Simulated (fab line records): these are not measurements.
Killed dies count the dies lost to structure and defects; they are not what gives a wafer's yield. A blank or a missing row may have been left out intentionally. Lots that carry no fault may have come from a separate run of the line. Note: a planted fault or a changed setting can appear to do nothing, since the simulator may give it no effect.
Split-lot experiment + flow n5Finfet + on a route of 1938 steps: 7 lots, 21 wafers read

THE SPLIT ITSELF
At N5_SDB_COAT_05 (resist thk 90 nm), the setting spinRpm was moved away from the recipe's 1500 rpm on 5 of the 21 wafers read, by +8.2% to +10.9%. This setting was run at the recipe's value on the other wafers.

The split's own step is where the reading is taken.

THE READING
CAR-ArF_of_SDB_COAT_05.thkNm (the simulator's own value, which no gauge read), in nm, at N5_SDB_COAT_05 (resist thk 90 nm). The file gives no usual value for it. Here, 16 wafers ran the recipe; their average is 90.1 nm with a standard deviation of 0.26 nm.

| wafer  | tool, chamber at the split | spinRpm as run, rpm | against the recipe | CAR-ArF_of_SDB_COAT_05.thkNm, nm | against lot-mates on the recipe |
|--------|----------------------------|---------------------|--------------------|----------------------------------|---------------------------------|
| L080.1 | lithoTrack-01, 0           | 1500                | recipe             | 89.8                             | -                               |
| L080.2 | lithoTrack-01, 0           | 1500                | recipe             | 89.6                             | -                               |
| L080.4 | lithoTrack-01, 0           | 1649                | +9.9%              | 85.6                             | -4.1                            |
| L084.2 | lithoTrack-01, 0           | 1664                | +10.9%             | 85.8                             | -4.2                            |
| L084.4 | lithoTrack-01, 0           | 1664                | +10.9%             | 85.6                             | -4.4                            |
| L084.5 | lithoTrack-01, 0           | 1500                | recipe             | 90                               | -                               |
| L085.2 | lithoTrack-03, 0           | 1500                | recipe             | 90.4                             | -                               |
| L085.5 | lithoTrack-03, 0           | 1500                | recipe             | 90.4                             | -                               |
| L085.6 | lithoTrack-03, 0           | 1500                | recipe             | 90.2                             | -                               |
| L090.2 | lithoTrack-03, 0           | 1500                | recipe             | 89.6                             | -                               |
| L090.4 | lithoTrack-03, 0           | 1500                | recipe             | 89.8                             | -                               |
| L090.5 | lithoTrack-03, 0           | 1500                | recipe             | 90                               | -                               |
| L093.1 | lithoTrack-03, 0           | 1500                | recipe             | 90.2                             | -                               |
| L093.3 | lithoTrack-03, 0           | 1500                | recipe             | 90.2                             | -                               |
| L093.6 | lithoTrack-03, 0           | 1500                | recipe             | 90.2                             | -                               |
| L094.1 | lithoTrack-04, 0           | 1500                | recipe             | 90.4                             | -                               |
| L094.5 | lithoTrack-04, 0           | 1500                | recipe             | 90.4                             | -                               |
| L094.4 | lithoTrack-04, 0           | 1500                | recipe             | 90.2                             | -                               |
| L095.1 | lithoTrack-03, 0           | 1500                | recipe             | 90                               | -                               |
| L095.2 | lithoTrack-03, 0           | 1623                | +8.2%              | 86.6                             | -3.4                            |
| L095.4 | lithoTrack-03, 0           | 1623                | +8.2%              | 86.6                             | -3.4                            |

THE FIT
A straight line over all 21 wafers: CAR-ArF_of_SDB_COAT_05.thkNm changes by -0.418 nm for each +1% of spinRpm; r = -0.99; the points scatter about the line by 0.26 nm.
The same after taking each lot's own level away (the mean of its wafers on the recipe; 21 wafers): -0.403 nm for each +1%; r = -1.00; scatter 0.11 nm.
The reading moves by 4.4 nm for the largest change in spinRpm, on that fit.
The lots' own levels span 89.70 to 90.33 nm, that is 2.4 times the standard deviation above.
The two slopes are in agreement: the lot-to-lot level therefore moves the slope only a little.
Check: -4.48 nm against its lot-mates is what the line predicts for one of the wafers moved furthest among these (+10.9%) when that wafer is left out of the fit. Against them it came out at -4.2 nm.

THE FILE'S OWN FIT
CAR-ArF_of_SDB_COAT_05.thkNm changes by -0.405 nm for each +1% of spinRpm, r = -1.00.
